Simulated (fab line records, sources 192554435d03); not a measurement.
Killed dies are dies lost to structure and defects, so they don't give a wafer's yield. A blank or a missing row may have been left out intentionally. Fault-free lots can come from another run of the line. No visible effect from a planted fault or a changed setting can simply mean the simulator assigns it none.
Problem report in the 8D (eight disciplines) form, filled by code + flow n5 finfet + the parts of the form that need people (team, actions taken, sign-off) are left out

1. THE PROBLEM
Wafers without a fault read 5.25 s, standard deviation 0.16; etch rf on time s at N5_BEOL_M1_ETCH_77 reads a mean of 4.06 s on 2 wafers belonging to 2 lots. That puts it -7.4 standard deviations away from the usual mean.
The step: etches underlayer in N2/H2, target depth 6.5 nm, time 5.2 s.
Earliest sighting: wafer L262.3 on rie diel-02 at day 9 19:54. At this step, 25 wafers from 9 lots have a number in the record. The rule behind "out" and "out of limits": a value lying over 4 standard deviations away from the usual mean. All remaining wafers that have a number are taken as sound.

2. WHAT IT IS; WHAT IT IS NOT
| question                    | is                | is not                                                                          |
|-----------------------------|-------------------|---------------------------------------------------------------------------------|
| which readings at this step | etch rf on time s | drypump motor current A, rf vpp V, showerhead plenum p Torr, throttle valve pct |
| which lots                  | L262, L268        | L249, L251, L252, L254, L255, L257, L270                                        |
| which wafers of those lots  | L262.3, L268.1    | L262.5, L268.5                                                                  |
| read on which tools         | rie diel-02       | rie diel-04, rie diel-06                                                        |
| when                        | from day 9 19:54  | up to then (19 sound wafers); but 4 sound wafers of L268, L270 came after       |

3. WHAT RULES OUT EACH SUSPECT
Counting: if a tool at a process step up to the reading ran every lot that is out, it stays a suspect. Sound lots after the first of them don't rule it out here, since some wafers of a struck lot are sound.
- rie diel-02 at N5_BEOL_M1_ETCH_77 (etches underlayer in N2/H2, target depth 6.5 nm, time 5.2 s): kept. It processed each lot that is out (first: L262, day 9 19:54); up to then, its last sound lot is L257 (day 8 09:46). Its own readings are out on those wafers: etch rf on time s.
After counting, what remains is rie diel-02 at N5_BEOL_M1_ETCH_77.

4. THE CAUSE (what the simulator had put in)
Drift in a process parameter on rie diel-02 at N5_BEOL_M1_ETCH_77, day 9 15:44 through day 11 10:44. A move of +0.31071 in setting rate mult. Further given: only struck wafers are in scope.
After counting, this tool was the only one left.

5. SEQUENCE OF EFFECTS, ordered by route
Rows list readings where the struck wafers' mean (over those with a number) sits beyond 3 standard deviations from the usual. Only readings for which the record gives a usual standard deviation are gone through. hours: the time from each lot's start at the first step in this table that gives one to its start at this step, as a median over the lots. sigmas: the change in usual standard deviations.
| hours | step               | reading           | usual  | on struck wafers | change | sigmas |
|-------|--------------------|-------------------|--------|------------------|--------|--------|
| 0     | N5_BEOL_M1_ETCH_77 | etch rf on time s | 5.25 s | 4.06             | -1.19  | -7.4   |
Process steps it contains:
- N5_BEOL_M1_ETCH_77: etches underlayer in N2/H2, target depth 6.5 nm, time 5.2 s.
Later measuring or inspecting steps at which every struck wafer that the step has a row for has a number for every such reading, and none has moved that far: N5_BEOL_M4_RC_MEAS_101.

6. WHAT WOULD HAVE CAUGHT IT SOONER
In this record no reading fell out of limits until day 9 19:54, 4 hours after the fault had begun at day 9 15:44.
